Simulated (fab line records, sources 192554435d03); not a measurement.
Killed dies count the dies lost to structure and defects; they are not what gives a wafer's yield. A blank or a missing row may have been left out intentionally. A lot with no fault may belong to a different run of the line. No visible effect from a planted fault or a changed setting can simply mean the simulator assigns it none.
fab line records	flow n5Finfet
[record] lots = 7	wafers = 39
route steps=1938 shown BEOL_M1@838 BEOL_M4@1021 BEOL_M5@1172 BEOL_M10@1501 BEOL_M13@1713 BEOL_M14@1751 PASSIVATION@1916
startH: hours from the record's opening day to when the first of the lot's shown wafers began	waitH: hours since the lot's step before	" identical to the entry in the row above	L1.1+2: one row covering several wafers at once	- no value, or no start was given	* or withheld: withheld	< > ~ a bound
route shown NAME@n: NAME is a module with steps in the file, n the number in the route of the first one	usual: mean/standard deviation of fault-free wafers	same: alike in all rows	chamber/n: place in a boat	sites: readings site by site	_std_site: standard deviation across them	_edge_site: mean of outer sites minus mean of inner sites	radiusMm: how far each site lies from the wafer's centre	mask NAME#n: copy n	behind: the most recent tool/chamber to have shaped the wafer	hold: cause of the lot's hold/its duration in hours/its outcome	device: transistor that didn't switch, given as n, p or np	end of line: the same wafers' tests at the end of the route	step lacking rows: just its recipe	killed: not the wafer's yield, but the dies lost to structure and defects at the first sort	map: per-die view of a wafer (x killed, . not killed, _ where there is no die)
set.NAME: the setting as run; set.NAME@STEP: as run at that earlier step	model.NAME: the simulator's own value behind a step, which no gauge read
lots run with intentionally changed settings; tables by step, rows by wafer
[[steps]]
[step N5_BEOL_M1_DEP_57]
[recipe] material = SiCN	targetThkA = 80	tempC = withheld	precursor = 3MS/NH3	pressureTorr = 3	rfW = 202	timeS = 14
lot.wafer	tool	chamber	startH	waitH	set.targetThkA	model.SiCN_of_BEOL_M1_DEP_57.thkNm
L076.1+4	pecvd-02	2,0	150.39	0.0	98.36	10
L076.2	"	0	"	"	80	8
L076.3+5	"	1	"	"	80	8.2
L076.6	"	2	"	"	98.36	9.8
L078.1+3	pecvd-02	0,2	171.18	0.0	102.1	10.2
L078.2+4	"	1	"	"	80	8.4
L078.5	"	2	"	"	80	8.2
L078.6	"	0	"	"	102.1	10.4
L074.1	pecvd-01	2	174.07	0.0	80	8
L074.2+5+6	"	0,0,1	"	"	103	10.2
L074.3	"	1	"	"	80	7.8
L074.4	"	2	"	"	80	8.2
L081.1+2	pecvd-01	1,0	180.42	0.0	80	7.8
L081.3+4+5	"	2,1,0	"	"	62.31	6.2
L081.6	"	2	"	"	80	8.2
L083.1	pecvd-04	0	186.89	0.0	80	8.2
L083.2+6	"	2,1	"	"	80	8
L083.3+5	"	1,2	"	"	110	11
L083.4	"	0	"	"	110	11.2
L084.1+5	pecvd-01	2	190.33	0.0	80	8.2
L084.2+3+6	"	1	"	"	80	7.8
L084.4	"	2	"	"	80	8.4
L092.1+4	pecvd-04	0	238.82	0.0	80	8
L092.5	"	1	"	"	80	8.2
[step N5_BEOL_M4_ILD_DEP_00]
[recipe] material = SiOC	targetThkA = 790	tempC = 350	precursor = DEMS/O2	pressureTorr = 5	rfW = 500	timeS = 15.3
lot.wafer	tool	chamber	startH	waitH	set.timeS	model.SiOC_of_BEOL_M4_ILD_DEP_00.thkNm
L076.1	pecvd-01	1	176.66	0.0	15.3	78.2
L076.2	"	0	"	"	15.3	79.6
L076.3	"	2	"	"	15.3	77.8
L076.4	"	0	"	"	15.3	81.2
L076.5	"	2	"	"	15.3	78.4
L076.6	"	1	"	"	15.3	79.4
L078.1	pecvd-03	2	187.76	0.0	15.3	77.8
L078.2+3	"	0,1	"	"	15.3	79
L078.4	"	2	"	"	18.88	97
L078.5	"	0	"	"	18.88	98.2
L078.6	"	1	"	"	18.88	97.2
L074.1	pecvd-01	0	194.09	0.0	8.357	43.8
L074.2	"	1	"	"	15.3	77
L074.3	"	2	"	"	15.3	77.2
L074.4	"	2	"	"	8.357	42
L074.5	"	0	"	"	15.3	78.6
L074.6	"	1	"	"	8.357	43
L081.1	pecvd-03	0	207.70	0.0	15.3	79
L081.2	"	1	"	"	6.838	37
L081.3	"	1	"	"	6.838	37.6
L081.4	"	0	"	"	15.3	80.8
L081.5	"	1	"	"	15.3	80.6
L081.6	"	0	"	"	6.838	37.2
L084.1	pecvd-01	0	216.54	0.0	9.645	51
L084.2	"	2	"	"	15.3	78.2
L084.3	"	1	"	"	9.645	50.2
L084.4	"	0	"	"	9.645	52
L084.5	"	1	"	"	15.3	79.8
L084.6	"	2	"	"	15.3	79.6
L083.1	pecvd-02	1	217.86	0.0	15.3	78.8
L083.2	"	0	"	"	8.571	46
L083.3	"	1	"	"	8.571	44.8
L083.4	"	0	"	"	15.3	81
L083.5	"	1	"	"	15.3	80
L083.6	"	0	"	"	8.571	46.8
L092.1	pecvd-02	1	276.04	0.0	15.3	78.2
L092.4	"	2	"	"	15.3	79.6
L092.5	"	1	"	"	15.3	80.4
[step N5_BEOL_M4_THK_MEAS_01]
[recipe] reads = SiOC_of_BEOL_M4_ILD_DEP_00
[usual] M4_ILD_THK = 79.3/1
lot.wafer	tool	chamber	startH	waitH	set.timeS@BEOL_M4_ILD_DEP_00	M4_ILD_THK[nm]
L076.1	filmMetro-02	-	176.73	0.0	15.3	78.2
L076.2	"	-	"	"	15.3	79.5
L076.3	"	-	"	"	15.3	77.7
L076.4	"	-	"	"	15.3	81.1
L076.5	"	-	"	"	15.3	78.5
L076.6	"	-	"	"	15.3	79.5
L078.1	filmMetro-01	-	187.82	0.0	15.3	77.8
L078.2	"	-	"	"	15.3	79.0
L078.3	"	-	"	"	15.3	79.1
L078.4	"	-	"	"	18.88	96.9
L078.5	"	-	"	"	18.88	98.3
L078.6	"	-	"	"	18.88	97.2
L074.1	filmMetro-01	-	194.16	0.0	8.357	43.9
L074.2	"	-	"	"	15.3	76.9
L074.3	"	-	"	"	15.3	77.2
L074.4	"	-	"	"	8.357	42.1
L074.5	"	-	"	"	15.3	78.6
L074.6	"	-	"	"	8.357	42.9
L081.1	filmMetro-02	-	207.78	0.1	15.3	79.1
L081.2	"	-	"	"	6.838	37.0
L081.3	"	-	"	"	6.838	37.7
L081.4	"	-	"	"	15.3	80.9
L081.5	"	-	"	"	15.3	80.7
L081.6	"	-	"	"	6.838	37.2
L084.1	filmMetro-01	-	216.61	0.0	9.645	51.0
L084.2	"	-	"	"	15.3	78.3
L084.3	"	-	"	"	9.645	50.2
L084.4	"	-	"	"	9.645	52.0
L084.5	"	-	"	"	15.3	79.8
L084.6	"	-	"	"	15.3	79.5
L083.1	filmMetro-02	-	217.94	0.1	15.3	78.8
L083.2	"	-	"	"	8.571	46.0
L083.3	"	-	"	"	8.571	44.8
L083.4	"	-	"	"	15.3	80.9
L083.5	"	-	"	"	15.3	80.1
L083.6	"	-	"	"	8.571	46.8
L092.1	filmMetro-02	-	276.11	0.0	15.3	78.2
L092.4	"	-	"	"	15.3	79.5
L092.5	"	-	"	"	15.3	80.3
[step N5_BEOL_M5_ALD_86]
[recipe] material = TaN	targetThkA = *	tempC = 275	aldPrecursorFamily = PDMAT	aldCoReactant = NH3	pressureTorr = 3	carrierFlowSccm = 1500	pulseTimeS = 2	purgeTimeS = 3	coReactantPurgeTimeS = 2	coReactantPulseTimeS = 3	aldCycles = 30	precursorVesselTempC = 75	precursorVesselPressureTorr = 26.25	precursorVesselCarrierSccm = 1000
lot.wafer	tool	chamber	startH	waitH	set.aldCycles	model.TaN_of_BEOL_M5_ALD_86.thkNm
L076.1+2+3+5+6	aldMetal-04	0,1,2,1,0	193.12	0.0	30	*
L076.4	"	3	"	"	30	*
L078.1+2+5	aldMetal-02	2,0,3	207.57	0.1	30	*
L078.3+4+6	"	3,1,0	"	"	25	*
L074.1+3+5	aldMetal-03	0,3,0	220.18	0.2	45	*
L074.2+4+6	"	1,1,3	"	"	30	*
L081.1+3+4	aldMetal-02	0,2,1	223.99	0.0	36	*
L081.2	"	1	"	"	30	*
L081.5+6	"	0,2	"	"	30	*
L084.1	aldMetal-03	0	246.33	0.0	30	*
L084.2+6	"	1,3	"	"	30	*
L084.3+4+5	"	2,3,2	"	"	20	*
L083.1+2+3	aldMetal-03	3,1,0	246.64	0.0	18	*
L083.4	"	2	"	"	30	*
L083.5+6	"	2,3	"	"	30	*
L092.1+5	aldMetal-04	3,1	296.26	0.0	30	*
L092.4	"	1	"	"	30	*
[step N5_BEOL_M10_DEVELOP_27]
[recipe] developTimeS = 30	developer = TMAH	resist = CAR-ArF	rinseLiquid = diw	dry = airSpin	devTempC = 23
lot.wafer	tool	chamber	startH	waitH	set.developTimeS
L076.1+2+5	lithoTrack-03	0	-	-	15.61
L076.3+4+6	"	0	"	"	30
L078.1+4+5	lithoTrack-02	0	-	-	25.33
L078.2+3+6	"	0	"	"	30
L081.1+5+6	lithoTrack-04	0	-	-	30
L081.2+3+4	"	0	"	"	19.29
L074.1+3+6	lithoTrack-03	0	-	-	30
L074.2+4+5	"	0	"	"	46.53
L084.1+2+3+4+5+6	lithoTrack-02	0	-	-	30
L083.1+3+5	lithoTrack-04	0	-	-	30
L083.2+4+6	"	0	"	"	14.18
L092.1+4+5	lithoTrack-04	0	-	-	30
[step N5_BEOL_M10_CD_MEAS_28]
[recipe] targetCdNm = 70	landingEnergyEv = 500	detector = seInlens	polarity = opening
[usual] cdNm = 70.0/1
lot.wafer	tool	chamber	startH	waitH	set.developTimeS@BEOL_M10_DEVELOP_27	cdNm
L076.1	cdSem-03	0	241.08	-	15.61	64.6
L076.2	"	0	"	"	15.61	66.2
L076.3	"	0	"	"	30	71.0
L076.4	"	0	"	"	30	69.3
L076.5	"	0	"	"	15.61	65.7
L076.6	"	0	"	"	30	69.5
L078.1	cdSem-03	0	270.24	-	25.33	67.6
L078.2	"	0	"	"	30	69.7
L078.3	"	0	"	"	30	68.7
L078.4	"	0	"	"	25.33	67.0
L078.5	"	0	"	"	25.33	67.9
L078.6	"	0	"	"	30	69.2
L081.1	cdSem-01	0	270.29	-	30	70.6
L081.2	"	0	"	"	19.29	66.6
L081.3	"	0	"	"	19.29	67.8
L081.4	"	0	"	"	19.29	68.5
L081.5	"	0	"	"	30	71.2
L081.6	"	0	"	"	30	71.7
L074.1	cdSem-03	0	273.48	-	30	68.9
L074.2	"	0	"	"	46.53	72.3
L074.3	"	0	"	"	30	70.0
L074.4	"	0	"	"	46.53	72.0
L074.5	"	0	"	"	46.53	71.9
L074.6	"	0	"	"	30	68.5
L084.1	cdSem-02	0	288.15	-	30	70.9
L084.2	"	0	"	"	30	70.2
L084.3	"	0	"	"	30	69.7
L084.4	"	0	"	"	30	71.0
L084.5	"	0	"	"	30	70.2
L084.6	"	0	"	"	30	71.3
L083.1	cdSem-02	0	288.32	-	30	71.6
L083.2	"	0	"	"	14.18	66.4
L083.3	"	0	"	"	30	71.2
L083.4	"	0	"	"	14.18	64.6
L083.5	"	0	"	"	30	71.1
L083.6	"	0	"	"	14.18	66.2
L092.1	cdSem-01	0	345.34	-	30	71.0
L092.4	"	0	"	"	30	71.4
L092.5	"	0	"	"	30	70.1
[step N5_BEOL_M13_DEP_53]
[recipe] material = SiCN	targetThkA = 500	tempC = withheld	precursor = 3MS/NH3	pressureTorr = 3	rfW = 675	timeS = 17.8
lot.wafer	tool	chamber	startH	waitH	set.targetThkA	model.SiCN_of_BEOL_M13_DEP_53.thkNm
L076.1	pecvd-02	2	264.92	0.0	500	49.8
L076.2	"	1	"	"	500	49.2
L076.3+5	"	0,1	"	"	500	49.6
L076.4	"	0	"	"	500	50.8
L076.6	"	2	"	"	500	51.2
L078.1	pecvd-04	0	298.41	0.0	500	50
L078.2	"	1	"	"	228.7	23
L078.3	"	2	"	"	500	49.6
L078.4	"	1	"	"	500	50.4
L078.5	"	2	"	"	228.7	23.2
L078.6	"	0	"	"	228.7	23.6
L081.1	pecvd-01	0	302.63	0.0	500	49.8
L081.2	"	2	"	"	500	50
L081.3	"	1	"	"	500	49
L081.4	"	2	"	"	500	51
L081.5	"	0	"	"	500	50.4
L081.6	"	1	"	"	500	50.2
L074.1+3+4	pecvd-01	2,0,1	303.34	0.0	500	49.8
L074.2	"	1	"	"	500	49.6
L074.5+6	"	2,0	"	"	500	50.4
L084.1	pecvd-02	1	312.98	0.0	500	49.6
L084.2	"	0	"	"	500	49.8
L084.3+5	"	1	"	"	500	50
L084.4	"	0	"	"	500	50.2
L084.6	"	0	"	"	500	51
L083.1	pecvd-02	1	315.45	0.0	355.3	34.2
L083.2	"	0	"	"	500	49.2
L083.3	"	0	"	"	355.3	35.8
L083.4	"	1	"	"	355.3	34.6
L083.5	"	0	"	"	500	50.2
L083.6	"	1	"	"	500	49.6
L092.1+4	pecvd-04	0	372.97	0.0	500	50
L092.5	"	1	"	"	500	50.8
[step N5_BEOL_M14_ETCH_68]
[recipe] chemistry = N2/H2	target = SOC	maskMaterial = SiARC	sourceW = 3000	biasW = 350	tempC = 40	timeS = 450	ionEnergyEv = 200	pressureMtorr = 30	n2FlowSccm = 200	h2FlowSccm = 200
lot.wafer	tool	chamber	startH	waitH	set.targetDepthA	model.SiARC_of_BEOL_M14_COAT_66.thkNm
L076.1	rieDiel-03	3	266.74	0.1	9000	65.2
L076.2	"	0	"	"	9000	65.6
L076.3	"	2	"	"	9000	66.4
L076.4	"	1	"	"	10520	58.2
L076.5	"	1	"	"	10520	58.4
L076.6	"	2	"	"	10520	58.6
L078.1	rieDiel-05	3	300.40	0.1	9000	65.6
L078.2	"	1	"	"	9000	64.6
L078.3	"	0	"	"	14220	39.6
L078.4	"	2	"	"	9000	64.2
L078.5+6	"	2,1	"	"	14220	38.4
L081.1	rieDiel-01	0	305.17	0.1	9000	65.2
L081.2	"	2	"	"	9000	65.8
L081.3	"	3	"	"	12860	46.4
L081.4	"	1	"	"	12860	45
L081.5	"	2	"	"	12860	46.8
L081.6	"	3	"	"	9000	65.6
L074.1	rieDiel-01	1	305.75	0.1	10960	54.8
L074.2	"	3	"	"	9000	65.8
L074.3	"	2	"	"	9000	66.4
L074.4	"	0	"	"	9000	65
L074.5	"	2	"	"	10960	56.6
L074.6	"	1	"	"	10960	55.2
L084.1+6	rieDiel-03	1	315.20	0.1	9000	66
L084.2+5	"	2,0	"	"	6077	80.6
L084.3	"	0	"	"	6077	80.4
L084.4	"	3	"	"	9000	64.8
L083.1+6	rieDiel-03	3	317.24	0.1	5355	83.4
L083.2+3	"	0,2	"	"	9000	66.2
L083.4	"	1	"	"	9000	66.4
L083.5	"	2	"	"	5355	84.8
L092.1	rieDiel-03	3	375.11	0.1	9000	64.8
L092.4+5	"	0	"	"	9000	65.2
[step N5_PASSIVATION_PECVD_35]
[recipe] material = SiNx	targetThkA = 7000	tempC = 400	precursor = SiH4/NH3/N2	pressureTorr = 4.9	rfW = 1406	timeS = 151.3
lot.wafer	tool	chamber	startH	waitH	set.timeS	model.SiNx_of_PASSIVATION_PECVD_35.thkNm
L076.1	pecvd-02	1	285.05	0.1	151.3	694.6
L076.2	"	0	"	"	151.3	701.4
L076.3	"	0	"	"	212	989.8
L076.4	"	1	"	"	212	996.8
L076.5	"	1	"	"	212	997.6
L076.6	"	0	"	"	151.3	699.8
L078.1	pecvd-02	1	318.89	0.1	218.1	1006
L078.2	"	2	"	"	151.3	693.2
L078.3	"	1	"	"	151.3	712.6
L078.4	"	2	"	"	218.1	1008
L078.5	"	2	"	"	151.3	702.6
L078.6	"	1	"	"	218.1	1019
L081.1	pecvd-03	1	327.89	0.1	107.2	493.8
L081.2	"	2	"	"	151.3	698.4
L081.3	"	0	"	"	151.3	690.2
L081.4	"	2	"	"	107.2	497.4
L081.5	"	1	"	"	107.2	504.4
L081.6	"	0	"	"	151.3	707.2
L074.1	pecvd-04	1	328.07	0.1	151.3	698.4
L074.2	"	0	"	"	151.3	699.6
L074.3	"	2	"	"	151.3	682.8
L074.4	"	2	"	"	151.3	703.4
L074.5	"	0	"	"	151.3	705
L074.6	"	1	"	"	151.3	693.2
L084.1	pecvd-04	1	333.42	0.1	151.3	689.2
L084.2	"	2	"	"	69.44	308.8
L084.3	"	0	"	"	151.3	696.4
L084.4	"	2	"	"	69.44	313.4
L084.5	"	0	"	"	69.44	323.8
L084.6	"	1	"	"	151.3	695.8
L083.1	pecvd-03	2	338.38	0.1	151.3	692.8
L083.2	"	0	"	"	151.3	685.2
L083.3	"	1	"	"	182.5	838.2
L083.4	"	0	"	"	182.5	845.6
L083.5	"	1	"	"	151.3	698.6
L083.6	"	2	"	"	182.5	852.2
L092.1	pecvd-03	1	395.23	0.1	151.3	704
L092.4	"	0	"	"	151.3	704.2
L092.5	"	1	"	"	151.3	715
[[key]]
[split] step = N5_BEOL_M1_DEP_57	setting = targetThkA	stated = 80	by = wafer
[response] step = N5_BEOL_M1_DEP_57	reading = model.SiCN_of_BEOL_M1_DEP_57.thkNm	change = +0.077	per = 1%	r = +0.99
[split] step = N5_BEOL_M4_ILD_DEP_00	setting = timeS	stated = 15.3	by = wafer
[response] step = N5_BEOL_M4_ILD_DEP_00	reading = model.SiOC_of_BEOL_M4_ILD_DEP_00.thkNm	change = +0.772	per = 1%	r = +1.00
[response] step = N5_BEOL_M4_THK_MEAS_01	reading = M4_ILD_THK	change = +0.772	per = 1%	r = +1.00
[split] step = N5_BEOL_M5_ALD_86	setting = aldCycles	stated = 30	by = wafer
[response] step = N5_BEOL_M5_ALD_86	reading = model.TaN_of_BEOL_M5_ALD_86.thkNm	change = *	per = 1%	r = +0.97
[split] step = N5_BEOL_M10_DEVELOP_27	setting = developTimeS	stated = 30	by = wafer
[response] step = N5_BEOL_M10_CD_MEAS_28	reading = cdNm	change = +0.085	per = 1%	r = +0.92
[split] step = N5_BEOL_M13_DEP_53	setting = targetThkA	stated = 500	by = wafer
[response] step = N5_BEOL_M13_DEP_53	reading = model.SiCN_of_BEOL_M13_DEP_53.thkNm	change = +0.497	per = 1%	r = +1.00
[split] step = N5_BEOL_M14_ETCH_68	setting = targetDepthA	stated = 9000	by = wafer
[response] step = N5_BEOL_M14_ETCH_68	reading = model.SiARC_of_BEOL_M14_COAT_66.thkNm	change = -0.449	per = 1%	r = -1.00
[split] step = N5_PASSIVATION_PECVD_35	setting = timeS	stated = 151.3	by = wafer
[response] step = N5_PASSIVATION_PECVD_35	reading = model.SiNx_of_PASSIVATION_PECVD_35.thkNm	change = +7.08	per = 1%	r = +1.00
